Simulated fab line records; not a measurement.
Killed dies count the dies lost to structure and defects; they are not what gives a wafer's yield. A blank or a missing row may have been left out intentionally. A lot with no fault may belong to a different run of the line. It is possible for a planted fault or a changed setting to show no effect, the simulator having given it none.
Matching of chambers ; flow nand_harc ; NHARC_A_STAIRCASE_DEP_301 on pecvd-04 has 3 sister chambers
The step deposits SiON, target thk 30 nm. 6 wafers are shown with their chamber, then 11 later ones without.

== WAFERS WITH THEIR CHAMBER ==
wafer;chamber;heater_power_w (W)
L086.5;1;695
L086.3;1;718
L087.1;2;759
L087.4;0;1006
L087.6;2;754
L090.1;0;982

== WAFERS WITHOUT THEIR CHAMBER ==
wafer;heater_power_w (W)
L090.2;633
L090.6;976
L093.2;996
L093.3;786
L093.4;664
L093.1;664
L093.5;970
L093.6;759
L094.2;677
L094.3;903
L094.5;678

== THE CHAMBER EACH PASSED THROUGH ==
wafer;from the rows above;in truth
L090.2;1;1
L090.6;0;0
L093.2;0;0
L093.3;2;2
L093.4;1;1
L093.1;1;1
L093.5;0;0
L093.6;2;2
L094.2;1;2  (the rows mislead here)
L094.3;0;0
L094.5;1;1
Placed correctly: 10 of 11. Left unplaced by these rows: 0. 1 placed wrongly.
How it was worked out, from the rows above alone: a wafer's distance from a chamber is the root of the sum, over the readings, of the square of ((its reading less the chamber's mean) divided by the reading's scatter). If the next closest chamber is less than 2 further off than the closest, the wafer can't be placed; otherwise it belongs to the closest. Each chamber's mean is taken over the wafers shown for it. The scatter: the root of (the sum of the squares of (reading less its chamber's mean) over the shown wafers, divided by (wafers less chambers)).
